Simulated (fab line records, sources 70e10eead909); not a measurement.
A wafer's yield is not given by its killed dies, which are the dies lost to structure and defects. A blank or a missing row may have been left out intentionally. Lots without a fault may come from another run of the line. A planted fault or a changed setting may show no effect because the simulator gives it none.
Chamber matching | flow nandHarc | NHARC_A_BONDPAD_ETCH_34 on rieDiel-07: 4 sister chambers
The step etches the open film in N2/H2, target depth 60 nm, overetch 18 nm, time 65.91 s. 16 wafers are shown with their chamber, then 8 later ones without.

WAFERS, EACH WITH ITS CHAMBER
wafer  | chamber | showerheadPlenumPTorr (Torr) | rfVppV (V) | throttleValvePct (%)
L959.2 | 2       | 2.20                         | 433.8      | 14.173
L959.5 | 3       | 2.07                         | 432.9      | 14.175
L959.6 | 0       | 1.91                         | 426.6      | 14.157
L958.3 | 1       | 2.08                         | 432.7      | 14.183
L958.4 | 3       | 2.07                         | 431.4      | 14.176
L958.5 | 3       | 2.07                         | 433.1      | 14.169
L957.2 | 0       | 1.91                         | 426.1      | 14.156
L957.3 | 3       | 2.07                         | 431.7      | 14.176
L957.6 | 0       | 1.91                         | 426.2      | 14.158
L972.2 | 0       | 1.91                         | 426.8      | 14.159
L972.3 | 2       | 2.19                         | 434.8      | 14.155
L972.5 | 3       | 2.07                         | 432.6      | 14.175
L976.2 | 3       | 2.07                         | 430.7      | 14.185
L976.3 | 2       | 2.20                         | 434.9      | 14.172
L976.6 | 3       | 2.07                         | 431.4      | 14.165
L977.1 | 2       | 2.19                         | 434.6      | 14.171

SIGNATURES (means of the wafers above)
reading               | chamber 0 | chamber 1 | chamber 2 | chamber 3 | scatter within a chamber
showerheadPlenumPTorr | 1.9100    | 2.0800    | 2.1950    | 2.0700    | 0.00289
rfVppV                | 426.425   | 432.700   | 434.525   | 431.971   | 0.704
throttleValvePct      | 14.15750  | 14.18300  | 14.16775  | 14.17443  | 0.00619
Rule: a wafer lies at a distance from a chamber equal to the root of the sum of squares, over the readings, of (its reading less the chamber's mean, divided by the reading's scatter). The wafer belongs to the nearest chamber; if the next one is less than 2 further off, it can't be placed. The scatter is the square root of a quotient: the sum, over the shown wafers, of each reading's squared deviation from its chamber's mean, divided by wafers minus chambers.

WAFERS WHOSE CHAMBER IS MISSING
wafer  | showerheadPlenumPTorr (Torr) | rfVppV (V) | throttleValvePct (%)
L977.3 | 2.08                         | 431.0      | 14.180
L977.5 | 2.08                         | 431.2      | 14.177
L978.3 | 2.07                         | 431.9      | 14.171
L978.5 | 1.91                         | 425.8      | 14.164
L978.6 | 2.08                         | 431.2      | 14.166
L980.2 | 2.07                         | 431.5      | 14.151
L980.3 | 2.08                         | 432.9      | 14.184
L980.5 | 2.19                         | 434.0      | 14.170

EACH ONE'S CHAMBER
wafer  | from the rows above     | in truth
L977.3 | can't be placed: 1 or 3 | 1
L977.5 | can't be placed: 1 or 3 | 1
L978.3 | 3                       | 3
L978.5 | 0                       | 0
L978.6 | can't be placed: 1 or 3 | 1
L980.2 | 3                       | 3
L980.3 | 1                       | 1
L980.5 | 2                       | 2
5 of 8 placed correctly. Unplaceable from these rows: 3, with the true chamber sitting among the candidates in 3. Placed wrongly: 0.
